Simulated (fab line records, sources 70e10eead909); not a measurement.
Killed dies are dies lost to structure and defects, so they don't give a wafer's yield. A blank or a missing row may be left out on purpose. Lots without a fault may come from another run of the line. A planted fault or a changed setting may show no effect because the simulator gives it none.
Chamber matching | flow nand_harc | NHARC_A_STAIRCASE_DESCUM_270 on rie_diel-02: 4 sister chambers
The step chemistry O2, time 3 s. 18 wafers are shown with their chamber, then 9 later ones without.

WAFERS WITH THEIR CHAMBER
wafer  | chamber | drypump_motor_current_A (A) | showerhead_plenum_p_Torr (Torr) | throttle_valve_pct (%)
L076.1 | 1       | 5.7                         | 1.77                            | 11.314
L076.2 | 0       | 5.1                         | 1.85                            | 11.292
L076.4 | 2       | 5.7                         | 1.94                            | 11.306
L079.1 | 3       | 5.6                         | 1.79                            | 11.307
L079.2 | 0       | 5.1                         | 1.85                            | 11.300
L079.6 | 3       | 5.7                         | 1.78                            | 11.317
L078.1 | 1       | 5.7                         | 2.08                            | 11.325
L078.5 | 2       | 5.7                         | 1.93                            | 11.292
L078.6 | 1       | 5.7                         | 2.07                            | 11.322
L080.1 | 2       | 5.7                         | 1.93                            | 11.314
L080.4 | 1       | 5.7                         | 2.07                            | 11.315
L080.5 | 1       | 5.7                         | 2.07                            | 11.312
L086.3 | 1       | 5.7                         | 2.07                            | 11.317
L086.5 | 1       | 5.7                         | 2.07                            | 11.302
L086.6 | 0       | 5.1                         | 1.84                            | 11.294
L088.3 | 2       | 5.7                         | 1.92                            | 11.315
L088.4 | 1       | 5.7                         | 2.06                            | 11.303
L088.6 | 2       | 5.7                         | 1.92                            | 11.319

SIGNATURES (means of the wafers above)
reading                  | chamber 0 | chamber 1 | chamber 2 | chamber 3 | scatter within a chamber
drypump_motor_current_A  | 5.100     | 5.700     | 5.700     | 5.650     | 0.0189
showerhead_plenum_p_Torr | 1.8467    | 2.0325    | 1.9280    | 1.7850    | 0.0753
throttle_valve_pct       | 11.29533  | 11.31375  | 11.30920  | 11.31200  | 0.00848
Rule: a wafer's distance from a chamber is the root of the sum, over the readings, of the square of ((its reading less the chamber's mean) divided by the reading's scatter). The wafer belongs to the nearest chamber; if the next one is less than 2 further off, it can't be placed. The scatter: the root of (the sum of the squares of (reading less its chamber's mean) over the shown wafers, divided by (wafers less chambers)).

WAFERS WITHOUT THEIR CHAMBER
wafer  | drypump_motor_current_A (A) | showerhead_plenum_p_Torr (Torr) | throttle_valve_pct (%)
L091.3 | 5.7                         | 2.06                            | 11.311
L091.5 | 5.7                         | 2.06                            | 11.319
L091.6 | 5.1                         | 1.83                            | 11.322
L093.1 | 5.1                         | 1.83                            | 11.316
L093.2 | 5.7                         | 1.92                            | 11.311
L093.6 | 5.7                         | 2.06                            | 11.301
L096.1 | 5.7                         | 1.92                            | 11.293
L096.2 | 5.7                         | 2.05                            | 11.317
L096.3 | 5.1                         | 1.83                            | 11.327

WHICH CHAMBER EACH WENT THROUGH
wafer  | from the rows above          | in truth
L091.3 | can't be placed: 1 or 2      | 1
L091.5 | can't be placed: 1 or 2      | 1
L091.6 | 0                            | 0
L093.1 | 0                            | 0
L093.2 | can't be placed: 2 or 1      | 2
L093.6 | can't be placed: 1 or 2      | 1
L096.1 | can't be placed: 2 or 1 or 3 | 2
L096.2 | can't be placed: 1 or 2      | 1
L096.3 | 0                            | 0
Placed correctly: 3 of 9. Can't be placed from these rows: 6 (the true chamber is among the candidates in 6). Placed wrongly: 0.
